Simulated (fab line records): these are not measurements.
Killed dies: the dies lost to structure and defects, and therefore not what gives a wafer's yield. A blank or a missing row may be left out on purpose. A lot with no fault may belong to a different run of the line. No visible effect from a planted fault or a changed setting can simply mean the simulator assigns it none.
Which of the tools did it? -- flow n5_finfet -- 11 lots, 33 wafers sampled, at 3 steps of a route of 1938

## WHAT THE GAUGES READ, wafer by wafer
N5_PASSIVATION_CD_MEAS_30: the cd target is 4000 nm. Usual: cd_nm reads 3999.2 nm (standard deviation 2.7).
lot,measured,on,cd_nm (nm),flag
L616,day 11 21:57,cd_sem-02,4001.0 4002.8 4002.1,
L617,day 12 17:43,cd_sem-01,3995.4 3998.4 3994.4,
L623,day 13 09:55,cd_sem-03,3999.4 3998.8 3995.3,
L625,day 14 08:35,cd_sem-01,3999.4 4002.2 4002.9,
L626,day 15 09:52,cd_sem-03,3996.1 3996.4 3997.6,
L627,day 15 09:32,cd_sem-02,4000.8 4000.7 3998.7,
L628,day 15 14:38,cd_sem-03,3999.8 3999.0 3996.0,
L632,day 16 11:58,cd_sem-01,3999.9 4000.0 4002.2,
L633,day 16 12:53,cd_sem-03,4002.2 3999.9 4004.3,
L636,day 17 17:56,cd_sem-02,4000.1 4001.7 4003.7,
L639,day 17 13:18,cd_sem-02,3999.5 4004.0 4002.6,

N5_PASSIVATION_OVL_MEAS_63. Usual: PAD_OVL -4 nm, standard deviation 5.1.
lot,measured,on,PAD_OVL (nm),flag
L616,day 11 21:59,overlay-02,-4 -7 -10,
L617,day 12 17:44,overlay-02,-3 0 -5,
L623,day 13 09:57,overlay-02,-2 -2 -2,
L625,day 14 08:37,overlay-01,-2 0 5,
L626,day 15 09:54,overlay-02,3 -2 -3,
L627,day 15 09:34,overlay-01,-12 -1 -4,
L628,day 15 14:40,overlay-02,-1 3 -2,
L632,day 16 11:59,overlay-02,-10 -3 -7,
L633,day 16 12:55,overlay-01,-4 -12 -13,
L636,day 17 17:58,overlay-01,-3 1 -1,
L639,day 17 13:20,overlay-01,-6 -2 -2,

## TOOL THAT RAN EACH LOT (tool first, then ch and the chambers of the sampled wafers, then the start)
lot,N5_BEOL_M3_SPUTTER_48
L616,"pvd_sputter-01, day 7 07:11"
L617,"pvd_sputter-01, day 7 22:02"
L623,"pvd_sputter-01, day 8 15:04"
L625,"pvd_sputter-02, day 9 15:08"
L626,"pvd_sputter-03, day 10 01:44"
L627,"pvd_sputter-01, day 10 05:13"
L628,"pvd_sputter-03, day 10 07:26"
L632,"pvd_sputter-01, day 11 16:10"
L633,"pvd_sputter-03, day 11 17:41"
L636,"pvd_sputter-03, day 12 09:20"
L639,"pvd_sputter-02, day 13 03:01"
- N5_BEOL_M3_SPUTTER_48: material Cu, target thk 4.5 nm, time 8.29 s.

## AS READ BY THE TOOLS THEMSELVES (means over the sampled wafers that have a number; for cases with no such wafer, the mark the record gives instead)
N5_BEOL_M3_SPUTTER_48. Usual: chuck_gas_flow_sccm 1.26 sccm, standard deviation 0.049; throttle_valve_pct 29.8 %, standard deviation 1.1.
lot,tool,chuck_gas_flow_sccm (sccm),throttle_valve_pct (%),flag
L616,pvd_sputter-01,1.28,30.9,
L617,pvd_sputter-01,1.29,30.2,
L623,pvd_sputter-01,1.26,30.9,
L625,pvd_sputter-02,1.28,29.9,
L626,pvd_sputter-03,1.26,29.1,
L627,pvd_sputter-01,1.25,31.3,
L628,pvd_sputter-03,1.23,29.7,
L632,pvd_sputter-01,1.30,30.3,
L633,pvd_sputter-03,1.28,30.0,
L636,pvd_sputter-03,1.24,29.1,
L639,pvd_sputter-02,1.22,30.0,

## THE ANSWER, worked out from the rows above alone
Rule: lot off if the mean of its wafers having a number is beyond 3 standard deviations from the usual mean. A lot without any number at a reading at which 4 lots or more have one is off too. All remaining lots with rows at the step are treated as sound. Order of review: gauges by route order, followed by the tools' own readings, for which a lot's mean as printed above is used. At the first step where some lot is off, the reading lying furthest off is the one used; lots without a number count as furthest.
None of the lots is off at any reading shown; this tells nothing.

## WHAT THE SIMULATOR HAD INSERTED
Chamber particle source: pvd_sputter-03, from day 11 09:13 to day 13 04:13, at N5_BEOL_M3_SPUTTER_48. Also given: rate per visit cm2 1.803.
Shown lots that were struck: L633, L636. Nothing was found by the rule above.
